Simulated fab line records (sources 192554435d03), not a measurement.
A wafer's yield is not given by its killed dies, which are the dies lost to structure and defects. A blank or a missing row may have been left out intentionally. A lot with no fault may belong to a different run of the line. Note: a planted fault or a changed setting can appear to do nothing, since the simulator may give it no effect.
Chamber matching + flow n5Finfet + N5_BEOL_M15_DEP_53 on pecvd-02 has 3 sister chambers
The step deposits SiCN from 3MS/NH3, target thk 50 nm, time 17.8 s. 18 wafers are shown with their chamber, then 9 later ones without.

EACH WAFER AND ITS CHAMBER
| wafer  | chamber | throttleValvePct (%) | showerheadPlenumPTorr (Torr) | rfFwdPowerW (W) |
|--------|---------|----------------------|------------------------------|-----------------|
| L077.1 | 0       | 18.4                 | 4.174                        | 666.1           |
| L077.3 | 1       | 19.7                 | 4.201                        | 662.5           |
| L077.5 | 2       | 17.8                 | 4.174                        | 665.2           |
| L078.2 | 0       | 18.4                 | 4.172                        | 666.8           |
| L078.4 | 0       | 18.5                 | 4.177                        | 666.6           |
| L078.5 | 1       | 20.0                 | 4.193                        | 664.8           |
| L082.2 | 1       | 19.6                 | 4.186                        | 664.7           |
| L082.4 | 0       | 18.4                 | 4.171                        | 667.8           |
| L082.6 | 2       | 17.8                 | 4.190                        | 668.1           |
| L085.3 | 1       | 20.1                 | 4.189                        | 667.7           |
| L085.5 | 0       | 18.4                 | 4.172                        | 666.3           |
| L085.6 | 2       | 17.9                 | 4.182                        | 664.0           |
| L088.2 | 0       | 18.5                 | 4.174                        | 663.0           |
| L088.3 | 1       | 19.7                 | 4.191                        | 663.1           |
| L088.5 | 2       | 17.8                 | 4.186                        | 664.0           |
| L089.2 | 2       | 17.8                 | 4.184                        | 665.0           |
| L089.4 | 0       | 18.3                 | 4.161                        | 663.3           |
| L089.6 | 1       | 19.9                 | 4.193                        | 665.2           |

SIGNATURES, as means of the wafers listed above
| reading               | chamber 0 | chamber 1 | chamber 2 | scatter within a chamber |
|-----------------------|-----------|-----------|-----------|--------------------------|
| throttleValvePct      | 18.414    | 19.833    | 17.820    | 0.124                    |
| showerheadPlenumPTorr | 4.17157   | 4.19217   | 4.18320   | 0.00531                  |
| rfFwdPowerW           | 665.700   | 664.667   | 665.260   | 1.79                     |
Rule: for a wafer and a chamber, the distance is found by dividing, reading by reading, the gap between the wafer's reading and the chamber's mean by the reading's scatter, squaring, summing and taking the root. The wafer belongs to the nearest chamber; if the next one is less than 2 further off, it can't be placed. The scatter: take each reading less its chamber's mean, square it, sum over the shown wafers, divide by the number of wafers less the number of chambers, and take the root.

WAFERS WITHOUT THEIR CHAMBER
| wafer  | throttleValvePct (%) | showerheadPlenumPTorr (Torr) | rfFwdPowerW (W) |
|--------|----------------------|------------------------------|-----------------|
| L091.2 | 19.8                 | 4.192                        | 663.0           |
| L091.4 | 17.9                 | 4.178                        | 664.4           |
| L091.6 | 19.9                 | 4.193                        | 662.5           |
| L094.4 | 17.8                 | 4.185                        | 664.0           |
| L094.5 | 17.8                 | 4.184                        | 665.2           |
| L094.6 | 18.4                 | 4.178                        | 666.0           |
| L097.1 | 18.6                 | 4.178                        | 661.1           |
| L097.4 | 16.1                 | 4.186                        | 665.4           |
| L097.5 | 18.3                 | 4.177                        | 664.4           |

WHICH CHAMBER EACH WENT THROUGH
| wafer  | from the rows above | in truth                   |
|--------|---------------------|----------------------------|
| L091.2 | 1                   | 1                          |
| L091.4 | 2                   | 2                          |
| L091.6 | 1                   | 1                          |
| L094.4 | 2                   | 2                          |
| L094.5 | 2                   | 2                          |
| L094.6 | 0                   | 0                          |
| L097.1 | 0                   | 0                          |
| L097.4 | 2                   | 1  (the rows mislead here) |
| L097.5 | 0                   | 0                          |
8 of 9 placed correctly. Not placeable from these rows: 0. Wrongly placed: 1.
